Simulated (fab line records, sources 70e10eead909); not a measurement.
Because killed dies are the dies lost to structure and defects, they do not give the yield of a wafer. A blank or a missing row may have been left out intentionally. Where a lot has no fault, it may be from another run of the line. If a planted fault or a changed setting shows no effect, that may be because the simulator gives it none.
fab line records	flow nand_harc
record lots=12	wafers=34	last_day=33
route steps=1302 shown A_SGD_CUT@903 END@1302
lots that met no fault: taken from a fault-free run of the same line
start_h: the number of hours between the record's first day and the start of the first shown wafer of the lot	wait_h: hours elapsed since this lot's preceding step	" as in the row above	L1.1+2: a single row standing in for several wafers	- either no value or no given start	* or withheld: withheld	< > ~ a bound
route shown NAME@n: NAME is a module with steps in the file, n the number in the route of the first one	usual: mean/standard deviation of fault-free wafers	same: alike in all rows	chamber/n: place in a boat	sites: each site's reading	_std_site: how widely they spread, as a standard deviation	_edge_site: mean of outer sites minus mean of inner sites	radius_mm: how far each site lies from the wafer's centre	mask NAME#n: copy n	behind: the most recent tool/chamber to have shaped the wafer	hold: why the lot went on hold/how many hours it stayed there/how the hold came to an end	device: transistor that didn't switch, given as n, p or np	end of line: the tests these same wafers got at the end of their route	for a step that has no rows: nothing shown but its recipe	killed: dies lost to structure and defects at the first sort, not the wafer's yield	map: the dies of a wafer, with x for killed, . for not killed, _ for no die there
set.NAME: the setting that was run; set.NAME@STEP: the one run at that earlier step	model.NAME: the simulator's own value behind a step, which no gauge read
steps of the route over a sample of lots; a table a step, a row a wafer
services: when a tool's chamber went out of use (start_h, in hours from the record's first day, below 0 if earlier), for how many hours, and the reason
## steps
# step NHARC_A_SGD_CUT_INSPECT_11
# usual raw_defect_count=57/24
lot.wafer	tool	chamber	start_h	wait_h	raw_defect_count
L245.1	defect_inspect-02	-	435.23	0.0	56
L245.3	"	-	"	"	61
L245.6	"	-	"	"	62
L246.2	defect_inspect-02	-	458.06	0.0	100
L246.3	"	-	"	"	103
L246.4	"	-	"	"	108
L249.2	defect_inspect-02	-	461.77	0.0	66
L249.3	"	-	"	"	49
L249.5	"	-	"	"	52
L252.1	defect_inspect-02	-	514.12	0.0	56
L252.2	"	-	"	"	79
L252.5	"	-	"	"	56
L256.2	defect_inspect-02	-	545.25	0.0	29
L256.5	"	-	"	"	23
L256.6	"	-	"	"	24
L257.2	defect_inspect-02	-	559.43	0.0	71
L257.4	"	-	"	"	89
L258.2	defect_inspect-01	-	569.26	0.0	34
L258.4	"	-	"	"	36
L259.3	defect_inspect-01	-	587.49	0.0	62
L259.4	"	-	"	"	61
L259.6	"	-	"	"	70
L266.1	defect_inspect-02	-	636.74	0.0	51
L266.4	"	-	"	"	59
L266.5	"	-	"	"	56
L265.2	defect_inspect-02	-	637.07	0.0	56
L265.5	"	-	"	"	53
L265.6	"	-	"	"	53
L267.1	defect_inspect-02	-	651.63	0.0	18
L267.5	"	-	"	"	16
L267.6	"	-	"	"	16
L268.1	defect_inspect-01	-	662.38	0.0	44
L268.2	"	-	"	"	47
L268.6	"	-	"	"	49
# step NHARC_A_SGD_CUT_DESCUM_14
# recipe time_s=3	o2_flow_sccm=200	ar_flow_sccm=0	bias_power_w=0	chemistry=O2
# usual drypump_motor_current_A=5.6/0.46	oes_product_au=0.999/0.0061	rf_vpp_V=57.9/0.89	showerhead_plenum_p_Torr=1.93/0.085	throttle_valve_pct=11.311/0.0089
lot.wafer	tool	chamber	start_h	wait_h	drypump_motor_current_A	oes_product_au	rf_hours_counter_h	rf_vpp_V	showerhead_plenum_p_Torr	throttle_valve_pct
L245.1	rie_diel-06	0	435.30	0.1	5.3	1.001	8	58.5	1.92	11.309
L245.3	"	1	"	"	5.6	1.003	9	57.4	1.96	11.312
L245.6	"	0	"	"	5.3	1.011	-	56.6	1.92	11.314
L246.2	rie_diel-06	3	458.12	0.1	5.8	0.992	6	57.0	1.85	11.302
L246.4	"	0	"	"	5.3	0.991	10	58.7	1.92	11.328
L246.3	"	1	"	"	5.7	0.990	11	57.9	1.96	11.320
L249.2	rie_diel-11	3	461.83	0.1	5.2	0.998	1	57.1	2.02	11.307
L249.3	"	2	"	"	6.6	1.003	1	57.1	1.77	11.333
L249.5	"	3	"	"	5.3	1.003	-	58.7	2.02	11.317
L252.1	rie_diel-08	1	514.19	0.1	6.1	1.002	6	58.4	1.95	11.317
L252.2	"	2	"	"	6.1	0.999	5	58.5	2.05	11.301
L252.5	"	1	"	"	6.1	1.001	-	56.5	1.95	11.315
L256.2	rie_diel-06	1	545.33	0.1	5.6	1.011	4	58.3	1.96	11.305
L256.6	"	2	"	"	5.0	0.998	-	59.2	2.02	11.312
L256.5	"	3	"	"	5.8	1.002	-	59.2	1.85	11.317
L257.4	rie_diel-06	3	559.50	0.1	5.8	1.006	6	56.4	1.85	11.300
L257.2	"	0	"	"	5.3	0.991	6	57.9	1.92	11.315
L258.4	rie_diel-08	2	569.33	0.1	6.2	1.002	0	58.7	2.05	11.318
L258.2	"	0	"	"	4.6	1.000	0	56.7	1.79	11.329
L259.3	rie_diel-06	2	587.56	0.1	5.0	0.993	8	58.7	2.02	11.324
L259.4	"	3	"	"	5.8	1.001	8	57.8	1.85	11.332
L259.6	"	1	"	"	5.6	0.995	-	57.3	1.96	11.318
L266.4	rie_diel-11	0	636.80	0.1	5.7	1.001	2	57.5	1.86	11.314
L266.1	"	2	"	"	6.6	0.985	2	57.6	1.77	11.317
L266.5	"	1	"	"	5.7	1.002	-	58.6	1.91	11.302
L265.2	rie_diel-06	0	637.16	0.1	5.3	0.999	13	58.0	1.91	11.319
L265.5	"	1	"	"	5.6	0.992	-	58.3	1.96	11.304
L265.6	"	2	"	"	5.0	0.987	-	57.7	2.02	11.316
L267.1	rie_diel-06	3	651.72	0.1	5.7	0.999	15	57.4	1.84	11.308
L267.6	"	0	"	"	5.3	1.007	-	58.4	1.91	11.301
L267.5	"	1	"	"	5.6	1.010	-	58.2	1.96	11.315
L268.2	rie_diel-11	3	662.45	0.1	5.2	0.986	4	57.0	2.01	11.308
L268.1	"	0	"	"	5.7	1.005	4	57.6	1.86	11.314
L268.6	"	2	"	"	6.6	0.996	-	56.6	1.77	11.298
# step NHARC_A_SGD_CUT_DEP_20
# recipe target_thk_a=1500	temp_c=65	material=SiO2
lot.wafer	tool	chamber	start_h	wait_h
L245.1+3+6	fcvd-01	0	436.43	-
L246.2+4+3	fcvd-01	0,1,0	459.27	-
L249.2+3+5	fcvd-01	0,1,0	462.95	-
L252.2+1+5	fcvd-01	1,0,1	515.47	-
L256.2+6+5	fcvd-01	1,1,0	546.42	-
L257.2+4	fcvd-01	0	560.65	0.1
L258.2+4	fcvd-01	1	570.44	-
L259.3+4+6	fcvd-02	1	588.76	-
L266.1+4+5	fcvd-01	1,0,1	637.94	-
L265.2+5+6	fcvd-01	0,0,1	638.25	-
L267.1+5+6	fcvd-01	1,0,1	652.84	-
L268.1+2+6	fcvd-01	0,1,1	663.56	-
# step NHARC_A_SGD_CUT_CMP_21
# recipe target_thk_nm=148.19
# usual motor_current_A=11.5/0.86	time_to_endpoint_s=49.4/2.7
lot.wafer	tool	chamber	start_h	wait_h	motor_current_A	time_to_endpoint_s
L245.1	cmp-01	0	441.05	0.4	12.1	47.4
L245.3	"	2	"	"	11.8	50.5
L245.6	"	0	"	"	12.0	46.9
L246.4	cmp-03	1	463.90	0.4	11.7	51.9
L246.3	"	2	"	"	11.0	50.4
L246.2	"	0	"	"	10.3	49.0
L249.3	cmp-03	2	467.74	0.4	10.9	49.1
L249.2	"	0	"	"	9.7	48.7
L249.5	"	3	"	"	11.0	49.6
L252.1	cmp-03	1	519.72	0.4	11.5	50.4
L252.2	"	3	"	"	11.9	46.5
L252.5	"	1	"	"	11.5	52.3
L256.2	cmp-03	2	551.12	0.4	10.5	77.7
L256.6	"	3	"	"	11.3	50.5
L256.5	"	0	"	"	9.7	49.1
L257.2	cmp-02	0	566.24	0.4	10.7	70.4
L257.4	"	2	"	"	11.0	45.1
L258.2	cmp-03	3	575.08	0.4	12.1	78.7
L258.4	"	1	"	"	12.2	51.2
L259.4	cmp-01	2	594.60	0.4	11.1	51.5
L259.3	"	0	"	"	12.0	49.1
L259.6	"	2	"	"	11.2	53.6
L265.2	cmp-02	2	642.57	0.4	11.4	48.1
L265.5	"	2	"	"	10.8	47.2
L265.6	"	3	"	"	11.9	48.7
L266.4	cmp-03	0	642.60	0.4	10.1	49.0
L266.1	"	2	"	"	10.6	52.6
L266.5	"	0	"	"	10.0	48.3
L267.1	cmp-01	2	657.91	0.4	11.2	57.8
L267.6	"	1	"	"	12.5	55.9
L267.5	"	2	"	"	12.0	55.9
L268.1	cmp-02	0	668.23	0.4	11.1	48.9
L268.2	"	1	"	"	11.8	50.6
L268.6	"	0	"	"	11.4	49.2
# step NHARC_A_SGD_CUT_ETCHBACK_24
# recipe target_depth_a=500	over_etch_frac=0.3	time_s=92.857	ion_energy_ev=120	ch3f_flow_sccm=50	o2_flow_sccm=30	ar_flow_sccm=200	rf_w=500	bias_w=100	chemistry=CH3F/O2
# usual drypump_motor_current_A=5.6/0.54	oes_product_au=0.96/0.033	rf_vpp_V=244.5/2	showerhead_plenum_p_Torr=2.47/0.12	throttle_valve_pct=20.662/0.0089
lot.wafer	tool	chamber	start_h	wait_h	drypump_motor_current_A	oes_product_au	rf_hours_counter_h	rf_vpp_V	showerhead_plenum_p_Torr	throttle_valve_pct
L245.3	rie_diel-08	3	441.53	0.1	5.7	0.99	2	245.3	2.63	20.654
L245.1	"	0	"	"	4.6	0.99	2	242.6	2.31	20.654
L245.6	"	0	"	"	4.7	0.99	-	242.9	2.31	20.666
L246.4	rie_diel-06	1	464.38	0.1	5.6	0.92	11	245.5	2.52	20.651
L246.2	"	3	"	"	5.8	0.93	7	243.3	2.38	20.667
L246.3	"	0	"	"	5.3	0.93	10	244.6	2.47	20.660
L249.3	rie_diel-11	3	468.23	0.2	5.3	0.93	2	247.4	2.59	20.661
L249.2	"	1	"	"	5.7	0.92	1	244.7	2.46	20.658
L249.5	"	3	"	"	5.3	0.92	-	247.0	2.59	20.657
L252.1	rie_diel-06	3	520.22	0.1	5.8	0.96	2	243.3	2.38	20.664
L252.2	"	1	"	"	5.6	0.97	2	245.2	2.52	20.670
L252.5	"	3	"	"	5.8	0.96	-	245.1	2.38	20.663
L256.2	rie_diel-11	3	551.55	0.2	5.3	1.00	9	248.1	2.59	20.648
L256.6	"	2	"	"	6.6	0.99	-	241.9	2.28	20.660
L256.5	"	3	"	"	5.2	1.00	-	246.2	2.59	20.663
L257.2	rie_diel-11	1	566.72	0.1	5.6	0.95	7	243.4	2.46	20.662
L257.4	"	3	"	"	5.3	0.96	9	245.8	2.59	20.672
L258.2	rie_diel-08	2	575.57	0.2	6.1	0.94	1	247.1	2.63	20.660
L258.4	"	0	"	"	4.6	0.94	1	243.0	2.31	20.660
L259.3	rie_diel-06	3	595.06	0.1	5.7	0.93	10	242.6	2.38	20.674
L259.4	"	2	"	"	5.1	0.92	9	246.8	2.59	20.647
L259.6	"	0	"	"	5.3	0.92	-	244.0	2.46	20.658
L265.2	rie_diel-06	0	643.06	0.1	5.3	0.92	13	243.7	2.46	20.664
L265.5	"	3	"	"	5.7	0.92	-	242.4	2.37	20.669
L265.6	"	0	"	"	5.3	0.93	-	244.8	2.46	20.658
L266.4	rie_diel-11	2	643.10	0.2	6.6	0.92	2	242.9	2.28	20.662
L266.1	"	3	"	"	5.2	0.92	2	247.1	2.58	20.646
L266.5	"	2	"	"	6.6	0.92	-	242.9	2.28	20.652
L267.1	rie_diel-08	3	658.37	0.1	5.7	0.99	5	247.0	2.62	20.661
L267.6	"	3	"	"	5.7	0.98	-	247.0	2.62	20.674
L267.5	"	0	"	"	4.6	0.99	-	242.6	2.31	20.673
L268.2	rie_diel-08	3	668.70	0.1	5.7	0.99	6	246.2	2.62	20.643
L268.1	"	0	"	"	4.6	1.00	6	243.2	2.31	20.672
L268.6	"	2	"	"	6.1	0.99	-	246.2	2.63	20.661
# step NHARC_END_SORT_01
# recipe temp_c=25
# usual killed_at_array=52/16	killed_at_other=0.8/1.1	killed_at_periphery=4.2/2.5	killed_dies=57/16	killed_open=3.4/2	killed_short=2.6/1.6
# same gross_dies=677
lot.wafer	tool	chamber	start_h	wait_h	killed_at_array	killed_at_other	killed_at_periphery	killed_dies	killed_open	killed_short
L256.2	prober-01	0	669.38	2.8	46	0	1	47	2	2
L256.5	prober-01	0	671.79	3.7	47	3	4	54	2	1
L256.6	prober-01	0	672.59	4.0	58	0	9	67	4	2
L258.2	prober-01	0	691.54	2.8	48	1	3	52	5	5
L258.4	prober-01	0	693.13	3.4	48	0	3	51	1	1
L257.2	prober-02	0	691.62	2.9	71	1	1	73	4	2
L257.4	prober-02	0	693.23	3.4	77	0	3	80	4	4
# killed by level:class
L256.2 A_SLIT:chamber_film_flake=21 A_CHANNEL_HOLE_D2:chamber_film_flake=11 A_CHANNEL_HOLE_D1:chamber_film_flake=3 A_WL_FILL:chamber_film_flake=3 A_WL_FILL:geometric_particle:short=2 A_STAIRCASE:chamber_film_flake=2 A_BLC:geometric_particle:open=1 A_M0:geometric_particle:open=1
L256.5 A_SLIT:chamber_film_flake=23 A_CHANNEL_HOLE_D2:chamber_film_flake=11 A_STAIRCASE:chamber_film_flake=4 P_CONTACT:chamber_film_flake=3 A_CHANNEL_HOLE_D1:chamber_film_flake=3 THIN_TSV:chamber_film_flake=3 A_CONTACT:chamber_film_flake=2 A_WL_FILL:geometric_particle:open=1
L256.6 A_SLIT:chamber_film_flake=33 A_CHANNEL_HOLE_D2:chamber_film_flake=7 A_STAIRCASE:chamber_film_flake=5 P_BONDPAD:chamber_film_flake=3 A_WL_FILL:chamber_film_flake=3 P_STI:chamber_film_flake=2 A_CHANNEL_HOLE_D1:chamber_film_flake=2 A_CONTACT:chamber_film_flake=2
L258.2 A_CHANNEL_HOLE_D2:chamber_film_flake=15 A_CONTACT:chamber_film_flake=9 A_STAIRCASE:chamber_film_flake=6 A_SLIT:chamber_film_flake=4 A_WL_FILL:geometric_particle:short=2 A_CHANNEL_HOLE_D1:chamber_film_flake=2 P_GATE:geometric_particle:open=1 A_ONON_D1:geometric_particle:open=1
L257.2 A_CHANNEL_HOLE_D1:chamber_film_flake=29 A_SLIT:chamber_film_flake=22 A_CHANNEL_HOLE_D2:chamber_film_flake=11 P_M0:geometric_particle:open=1 A_ONON_D2:geometric_particle:short=1 A_CHANNEL_HOLE_D2:geometric_particle:open=1 A_SGD_CUT:geometric_particle:short=1 A_CONTACT:geometric_particle:open=1
L258.4 A_CHANNEL_HOLE_D2:chamber_film_flake=20 A_CONTACT:chamber_film_flake=9 A_CHANNEL_HOLE_D1:chamber_film_flake=6 A_STAIRCASE:chamber_film_flake=4 P_ZERO_WELL:chamber_film_flake=3 A_SLIT:chamber_film_flake=3 A_WL_FILL:chamber_film_flake=2 A_CHANNEL_FILL_D2:geometric_particle:open=1
L257.4 A_SLIT:chamber_film_flake=25 A_CHANNEL_HOLE_D1:chamber_film_flake=25 A_CHANNEL_HOLE_D2:chamber_film_flake=9 A_STAIRCASE:chamber_film_flake=5 A_CONTACT:chamber_film_flake=5 P_CONTACT:chamber_film_flake=2 P_CONTACT:geometric_particle:open=1 A_SOURCE_PLATE:geometric_particle:open=1
## services
tool	chamber	start_h	hours	kind
cmp-03	-	426.25	1.3	repair
rie_diel-11	3	431.97	4.8	repair
rie_diel-11	-	432.50	9.0	pm
rie_diel-08	0	432.52	5.6	repair
rie_diel-11	1	447.31	12.3	repair
cmp-03	-	447.66	1.4	repair
cmp-03	-	456.08	4.0	pm
rie_diel-08	2	461.83	5.8	repair
fcvd-01	-	465.77	1.0	repair
fcvd-01	1	482.49	6.8	repair
rie_diel-06	-	484.29	9.0	pm
cmp-03	-	488.74	2.6	repair
rie_diel-11	1	489.39	3.7	repair
fcvd-01	-	491.25	0.9	repair
rie_diel-11	1	535.49	10.5	repair
fcvd-01	-	547.00	13.0	pm
cmp-03	-	554.08	4.0	pm
rie_diel-11	1	593.45	16.5	repair
fcvd-01	0	602.74	7.5	repair
rie_diel-11	-	609.50	9.0	pm
cmp-03	-	652.08	4.0	pm
cmp-03	-	658.86	0.5	repair
rie_diel-06	2	659.73	17.2	repair
rie_diel-06	-	661.29	9.0	pm
## key
first_sign step=NHARC_A_SGD_CUT_CMP_21	reading=time_to_endpoint_s	direction=up	sigmas=9.8	usual=*	struck=*
effect none on later readings
met_at NHARC_A_SGD_CUT_DEP_20
struck_lots L256,L257,L258
struck_wafers L256.2,L257.2,L258.2
tester_left_out L256,L257,L258
not_acting_at NHARC_A_SGD_CUT_INSPECT_11,NHARC_A_SGD_CUT_DESCUM_14,NHARC_A_SGD_CUT_ETCHBACK_24
onset_between 515.47 546.42
fault kind=process_parameter_drift	tool=fcvd-01	chamber=-	onset_h=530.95	steps=NHARC_A_SGD_CUT_DEP_20	channel=target_thk_a	offset=*	shape=step	end_h=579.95	scope=struck_wafers_only	acts_in=*	stated=*
# tester_left_out: of these lots the tester's yield and bins aren't shown, on N5 and GAA mostly nor the transistor test; their killed dies are dies lost to structure and defects alone, not to doping, threshold or leakage, so they don't give the yield
